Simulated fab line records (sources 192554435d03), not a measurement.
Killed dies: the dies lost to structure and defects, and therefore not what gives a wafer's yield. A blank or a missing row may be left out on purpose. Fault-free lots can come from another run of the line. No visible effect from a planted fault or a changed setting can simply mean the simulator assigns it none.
Lot-split experiment || flow n5 finfet || on a route of 1938 steps: 7 lots, 21 wafers read

== THE SPLIT ==
At N5_BEOL_M2_COAT_22 (resist thk 30 nm), the setting spin rpm was moved away from the recipe's 1500 rpm on 9 of the 21 wafers read, by -7.4% to +10.9%. All remaining wafers had this setting at the recipe value.

== FROM THE SPLIT TO THE READING: what the file shows between them, 6 steps ==
- N5_BEOL_M2_EBR_24
- N5_BEOL_M2_SOFTBAKE_23: time 60 s
- N5_BEOL_M2_EXPOSE_25: exposes mask V1, defocus 5 nm
- N5_BEOL_M2_PEB_26: peb time 60 s
- N5_BEOL_M2_DEVELOP_27: develop time 30 s
- N5_BEOL_M2_DESCUM_33: chemistry O2, time 7 s

== THE READING ==
CAR-EUV_of_BEOL_M2_COAT_22.thk nm (the simulator's own value, which no gauge read), in nm, at N5_BEOL_M2_ETCH_77 (etches underlayer in N2/H2, target depth 6.5 nm, time 5.2 s). The file gives no usual value for it. Across the 12 wafers here that went through the recipe, the average is 20.4 nm and the standard deviation 0.11 nm.

{"wafer": "L079.1", "tool, chamber at the split": "litho track-03, 0", "spin rpm as run, rpm": 1500, "against the recipe": "recipe", "CAR-EUV_of_BEOL_M2_COAT_22.thk nm, nm": 20.4, "against lot-mates on the recipe": "-"}
{"wafer": "L079.5", "tool, chamber at the split": "litho track-03, 0", "spin rpm as run, rpm": 1500, "against the recipe": "recipe", "CAR-EUV_of_BEOL_M2_COAT_22.thk nm, nm": 20.4, "against lot-mates on the recipe": "-"}
{"wafer": "L079.4", "tool, chamber at the split": "litho track-03, 0", "spin rpm as run, rpm": 1389, "against the recipe": "-7.4%", "CAR-EUV_of_BEOL_M2_COAT_22.thk nm, nm": 21.8, "against lot-mates on the recipe": "+1.4"}
{"wafer": "L081.2", "tool, chamber at the split": "litho track-01, 0", "spin rpm as run, rpm": 1500, "against the recipe": "recipe", "CAR-EUV_of_BEOL_M2_COAT_22.thk nm, nm": 20.4, "against lot-mates on the recipe": "-"}
{"wafer": "L081.3", "tool, chamber at the split": "litho track-01, 0", "spin rpm as run, rpm": 1645, "against the recipe": "+9.7%", "CAR-EUV_of_BEOL_M2_COAT_22.thk nm, nm": 19, "against lot-mates on the recipe": -1.4}
{"wafer": "L081.6", "tool, chamber at the split": "litho track-01, 0", "spin rpm as run, rpm": 1645, "against the recipe": "+9.7%", "CAR-EUV_of_BEOL_M2_COAT_22.thk nm, nm": 19, "against lot-mates on the recipe": -1.4}
{"wafer": "L083.1", "tool, chamber at the split": "litho track-04, 0", "spin rpm as run, rpm": 1500, "against the recipe": "recipe", "CAR-EUV_of_BEOL_M2_COAT_22.thk nm, nm": 20.2, "against lot-mates on the recipe": "-"}
{"wafer": "L083.5", "tool, chamber at the split": "litho track-04, 0", "spin rpm as run, rpm": 1500, "against the recipe": "recipe", "CAR-EUV_of_BEOL_M2_COAT_22.thk nm, nm": 20.2, "against lot-mates on the recipe": "-"}
{"wafer": "L083.3", "tool, chamber at the split": "litho track-04, 0", "spin rpm as run, rpm": 1593, "against the recipe": "+6.2%", "CAR-EUV_of_BEOL_M2_COAT_22.thk nm, nm": 19.2, "against lot-mates on the recipe": -1.0}
{"wafer": "L086.3", "tool, chamber at the split": "litho track-03, 0", "spin rpm as run, rpm": 1500, "against the recipe": "recipe", "CAR-EUV_of_BEOL_M2_COAT_22.thk nm, nm": 20.2, "against lot-mates on the recipe": "-"}
{"wafer": "L086.5", "tool, chamber at the split": "litho track-03, 0", "spin rpm as run, rpm": 1454, "against the recipe": "-3.1%", "CAR-EUV_of_BEOL_M2_COAT_22.thk nm, nm": 20.6, "against lot-mates on the recipe": "+0.3"}
{"wafer": "L086.6", "tool, chamber at the split": "litho track-03, 0", "spin rpm as run, rpm": 1500, "against the recipe": "recipe", "CAR-EUV_of_BEOL_M2_COAT_22.thk nm, nm": 20.4, "against lot-mates on the recipe": "-"}
{"wafer": "L091.1", "tool, chamber at the split": "litho track-04, 0", "spin rpm as run, rpm": 1663, "against the recipe": "+10.9%", "CAR-EUV_of_BEOL_M2_COAT_22.thk nm, nm": 19, "against lot-mates on the recipe": "no lot-mate on the recipe"}
{"wafer": "L091.5", "tool, chamber at the split": "litho track-04, 0", "spin rpm as run, rpm": 1663, "against the recipe": "+10.9%", "CAR-EUV_of_BEOL_M2_COAT_22.thk nm, nm": 19, "against lot-mates on the recipe": "no lot-mate on the recipe"}
{"wafer": "L091.2", "tool, chamber at the split": "litho track-04, 0", "spin rpm as run, rpm": 1663, "against the recipe": "+10.9%", "CAR-EUV_of_BEOL_M2_COAT_22.thk nm, nm": 18.8, "against lot-mates on the recipe": "no lot-mate on the recipe"}
{"wafer": "L090.1", "tool, chamber at the split": "litho track-01, 0", "spin rpm as run, rpm": 1500, "against the recipe": "recipe", "CAR-EUV_of_BEOL_M2_COAT_22.thk nm, nm": 20.4, "against lot-mates on the recipe": "-"}
{"wafer": "L090.6", "tool, chamber at the split": "litho track-01, 0", "spin rpm as run, rpm": 1500, "against the recipe": "recipe", "CAR-EUV_of_BEOL_M2_COAT_22.thk nm, nm": 20.4, "against lot-mates on the recipe": "-"}
{"wafer": "L090.5", "tool, chamber at the split": "litho track-01, 0", "spin rpm as run, rpm": 1637, "against the recipe": "+9.1%", "CAR-EUV_of_BEOL_M2_COAT_22.thk nm, nm": 19, "against lot-mates on the recipe": -1.4}
{"wafer": "L092.4", "tool, chamber at the split": "litho track-03, 0", "spin rpm as run, rpm": 1500, "against the recipe": "recipe", "CAR-EUV_of_BEOL_M2_COAT_22.thk nm, nm": 20.4, "against lot-mates on the recipe": "-"}
{"wafer": "L092.5", "tool, chamber at the split": "litho track-03, 0", "spin rpm as run, rpm": 1500, "against the recipe": "recipe", "CAR-EUV_of_BEOL_M2_COAT_22.thk nm, nm": 20.4, "against lot-mates on the recipe": "-"}
{"wafer": "L092.6", "tool, chamber at the split": "litho track-03, 0", "spin rpm as run, rpm": 1500, "against the recipe": "recipe", "CAR-EUV_of_BEOL_M2_COAT_22.thk nm, nm": 20.6, "against lot-mates on the recipe": "-"}

FIT RESULTS
A straight line over all 21 wafers: CAR-EUV_of_BEOL_M2_COAT_22.thk nm changes by -0.144 nm for each +1% of spin rpm; r = -0.98; the points scatter about the line by 0.16 nm.
The same after taking each lot's own level away (the mean of its wafers on the recipe; 18 wafers): -0.155 nm for each +1%; r = -0.99; scatter 0.1 nm.
Per that fit: largest spin rpm move, reading shift of 1.7 nm.
The lots' own levels span 20.20 to 20.47 nm, that is 2.4 times the standard deviation above.
Consequently the slope shifts little with the lot-to-lot level, the two slopes agreeing.
Check: for one of the wafers moved furthest among these (+9.7%), held out of the fit, the line's prediction against its lot-mates is -1.51 nm. Against them it came out at -1.4 nm.

== THE OTHER SPLITS THESE WAFERS WENT THROUGH ==
Note: prior to the reading, these wafers also went through further splits. Each is held against what the fit with the lots' levels taken away leaves over:
{"other split on the same wafers": "N5_MOL_CONTACT_COAG_VIA_ETCH_46 bias w", "wafers away from the commonest value": 6, "r with CAR-EUV_of_BEOL_M2_COAT_22.thk nm (lot level and that fit taken away)": "+0.06"}
{"other split on the same wafers": "N5_BEOL_M0_SAQP_PECVD_96 time s", "wafers away from the commonest value": 7, "r with CAR-EUV_of_BEOL_M2_COAT_22.thk nm (lot level and that fit taken away)": "+0.06"}
{"other split on the same wafers": "N5_BEOL_M0_TRENCH_ETCH_107 target depth a", "wafers away from the commonest value": 7, "r with CAR-EUV_of_BEOL_M2_COAT_22.thk nm (lot level and that fit taken away)": -0.18}
{"other split on the same wafers": "N5_BEOL_M0_ETCH_109 bias w", "wafers away from the commonest value": 6, "r with CAR-EUV_of_BEOL_M2_COAT_22.thk nm (lot level and that fit taken away)": "+0.28"}
{"other split on the same wafers": "N5_BEOL_M1_ETCH_64 time s", "wafers away from the commonest value": 5, "r with CAR-EUV_of_BEOL_M2_COAT_22.thk nm (lot level and that fit taken away)": "+0.00"}
{"other split on the same wafers": "N5_BEOL_M1_COAT_22 spin rpm", "wafers away from the commonest value": 9, "r with CAR-EUV_of_BEOL_M2_COAT_22.thk nm (lot level and that fit taken away)": "+0.24"}
{"other split on the same wafers": "N5_BEOL_M2_COAT_67 spin rpm", "wafers away from the commonest value": 7, "r with CAR-EUV_of_BEOL_M2_COAT_22.thk nm (lot level and that fit taken away)": "+0.26"}

== THE WHOLE CHAIN: every reading that the file lists as answering this split, in the file's order ==
{"step": "N5_BEOL_M2_COAT_22", "what it does": "resist thk 30 nm", "reading": "CAR-EUV_of_BEOL_M2_COAT_22.thk nm (the simulator's own value, which no gauge read)", "change (the file's fit)": "-0.149 nm for each +1% of the setting", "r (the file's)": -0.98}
{"step": "N5_BEOL_M2_DEVELOP_27", "what it does": "develop time 30 s", "reading": "CAR-EUV_of_BEOL_M2_COAT_22.thk nm (the simulator's own value, which no gauge read)", "change (the file's fit)": "-0.141 nm for each +1% of the setting", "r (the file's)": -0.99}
{"step": "N5_BEOL_M2_ETCH_77", "what it does": "etches underlayer in N2/H2, target depth 6.5 nm, time 5.2 s", "reading": "CAR-EUV_of_BEOL_M2_COAT_22.thk nm (the simulator's own value, which no gauge read)", "change (the file's fit)": "-0.157 nm for each +1% of the setting", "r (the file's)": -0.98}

== THE FILE'S OWN FIT ==
CAR-EUV_of_BEOL_M2_COAT_22.thk nm changes by -0.157 nm for each +1% of spin rpm, r = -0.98.
